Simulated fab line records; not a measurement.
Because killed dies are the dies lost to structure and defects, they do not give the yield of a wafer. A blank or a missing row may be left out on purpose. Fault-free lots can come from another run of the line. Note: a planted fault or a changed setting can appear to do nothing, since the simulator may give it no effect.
Chamber matching :: flow nand-harc :: NHARC_A_WL_FILL_ALD_10 on ald-hk-02: 4 sister chambers
The step deposits SiO2, target thk 50 nm, pulse time 10 s, ald cycles 500. 4 wafers are shown with their chamber, then 9 later ones without.

== EACH WAFER AND ITS CHAMBER ==
wafer: L085.3
chamber: 1
heater-power-w (W): 480

wafer: L091.4
chamber: 0
heater-power-w (W): 531

wafer: L091.1
chamber: 2
heater-power-w (W): 513

wafer: L091.5
chamber: 3
heater-power-w (W): 524

== WAFERS WHOSE CHAMBER IS MISSING ==
wafer: L093.1
heater-power-w (W): 472

wafer: L093.3
heater-power-w (W): 528

wafer: L093.4
heater-power-w (W): 527

wafer: L094.1
heater-power-w (W): 511

wafer: L094.2
heater-power-w (W): 523

wafer: L094.5
heater-power-w (W): 512

wafer: L096.1
heater-power-w (W): 481

wafer: L096.2
heater-power-w (W): 497

wafer: L096.3
heater-power-w (W): 516

== THE CHAMBER EACH PASSED THROUGH ==
wafer: L093.1
from the rows above: 1
in truth: 1

wafer: L093.3
from the rows above: can't be placed: 0 or 3 or 2
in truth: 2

wafer: L093.4
from the rows above: can't be placed: 3 or 0 or 2
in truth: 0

wafer: L094.1
from the rows above: can't be placed: 2 or 3
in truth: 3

wafer: L094.2
from the rows above: can't be placed: 3 or 0 or 2
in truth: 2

wafer: L094.5
from the rows above: can't be placed: 2 or 3
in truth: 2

wafer: L096.1
from the rows above: 1
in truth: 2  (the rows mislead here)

wafer: L096.2
from the rows above: can't be placed: 2 or 1 or 3
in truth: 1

wafer: L096.3
from the rows above: can't be placed: 2 or 3 or 0
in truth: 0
Placed correctly: 1 of 9. Can't be placed from these rows: 7 (the true chamber is among the candidates in 7). Placed wrongly: 1.
How it was worked out, from the rows above alone: a wafer's distance from a chamber is the root of the sum, over the readings, of the square of ((its reading less the chamber's mean) divided by the reading's scatter). The wafer belongs to the nearest chamber; if the next one is less than 2 further off, it can't be placed. For every chamber, the mean is computed from those of its wafers that are shown. The scatter (one wafer shown for each chamber): square how far every hidden wafer sits from the nearest shown wafer, average those squares and take the square root.
